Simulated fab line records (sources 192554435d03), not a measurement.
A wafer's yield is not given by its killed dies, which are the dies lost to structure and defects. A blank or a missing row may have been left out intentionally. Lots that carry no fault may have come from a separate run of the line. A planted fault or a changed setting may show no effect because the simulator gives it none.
Matching of chambers | flow n5-finfet | N5_HKMG_FIN_ETCH_35 on rie-diel-05 has 4 sister chambers
The step etches SOC in N2/H2, target depth 215.8 nm, time 243.4 s. 18 wafers are shown with their chamber, then 9 later ones without.

== WAFERS WITH THEIR CHAMBER ==
wafer  | chamber | drypump-motor-current-A (A) | showerhead-plenum-p-Torr (Torr) | throttle-valve-pct (%)
L074.3 | 2       | 5.2                         | 2.58                            | 17.26
L074.4 | 0       | 6.0                         | 2.52                            | 17.84
L074.5 | 1       | 6.4                         | 2.47                            | 17.97
L075.2 | 0       | 6.0                         | 2.52                            | 17.84
L075.4 | 2       | 5.2                         | 2.58                            | 17.27
L075.6 | 2       | 5.2                         | 2.58                            | 17.25
L076.2 | 3       | 4.9                         | 2.44                            | 17.86
L076.5 | 2       | 5.2                         | 2.58                            | 17.28
L076.6 | 3       | 4.9                         | 2.44                            | 17.86
L080.1 | 0       | 5.9                         | 2.52                            | 17.86
L080.3 | 2       | 5.2                         | 2.58                            | 17.27
L080.5 | 1       | 6.5                         | 2.47                            | 18.01
L085.1 | 2       | 5.2                         | 2.57                            | 17.30
L085.3 | 1       | 6.4                         | 2.46                            | 18.04
L085.6 | 3       | 4.9                         | 2.43                            | 17.89
L088.1 | 0       | 5.9                         | 2.51                            | 17.48
L088.3 | 2       | 5.2                         | 2.57                            | 17.31
L088.6 | 0       | 5.9                         | 2.51                            | 17.47

SIGNATURES (averages over the wafers above)
reading                  | chamber 0 | chamber 1 | chamber 2 | chamber 3 | scatter within a chamber
drypump-motor-current-A  | 5.940     | 6.433     | 5.200     | 4.900     | 0.0365
showerhead-plenum-p-Torr | 2.5160    | 2.4667    | 2.5771    | 2.4367    | 0.00532
throttle-valve-pct       | 17.6980   | 18.0067   | 17.2771   | 17.8700   | 0.111
Rule: distance of a wafer from a chamber = root of the sum over the readings of ((wafer's reading minus chamber's mean) / reading's scatter) squared. The wafer belongs to the nearest chamber; if the next one is less than 2 further off, it can't be placed. The scatter: take each reading less its chamber's mean, square it, sum over the shown wafers, divide by the number of wafers less the number of chambers, and take the root.

== WAFERS WHOSE CHAMBER IS MISSING ==
wafer  | drypump-motor-current-A (A) | showerhead-plenum-p-Torr (Torr) | throttle-valve-pct (%)
L090.2 | 6.0                         | 2.51                            | 17.47
L090.5 | 6.5                         | 2.46                            | 18.04
L090.6 | 5.9                         | 2.51                            | 17.49
L093.3 | 4.9                         | 2.42                            | 17.93
L093.5 | 5.2                         | 2.56                            | 17.33
L093.6 | 6.5                         | 2.45                            | 18.06
L094.1 | 5.9                         | 2.51                            | 17.50
L094.3 | 6.4                         | 2.45                            | 18.06
L094.5 | 5.2                         | 2.56                            | 17.34

== EACH ONE'S CHAMBER ==
wafer  | from the rows above | in truth
L090.2 | 0                   | 0
L090.5 | 1                   | 1
L090.6 | 0                   | 0
L093.3 | 3                   | 3
L093.5 | 2                   | 2
L093.6 | 1                   | 1
L094.1 | 0                   | 0
L094.3 | 1                   | 1
L094.5 | 2                   | 2
Correct placement for 9 of the 9. From these rows, 0 cannot be placed. Placed wrongly: 0.
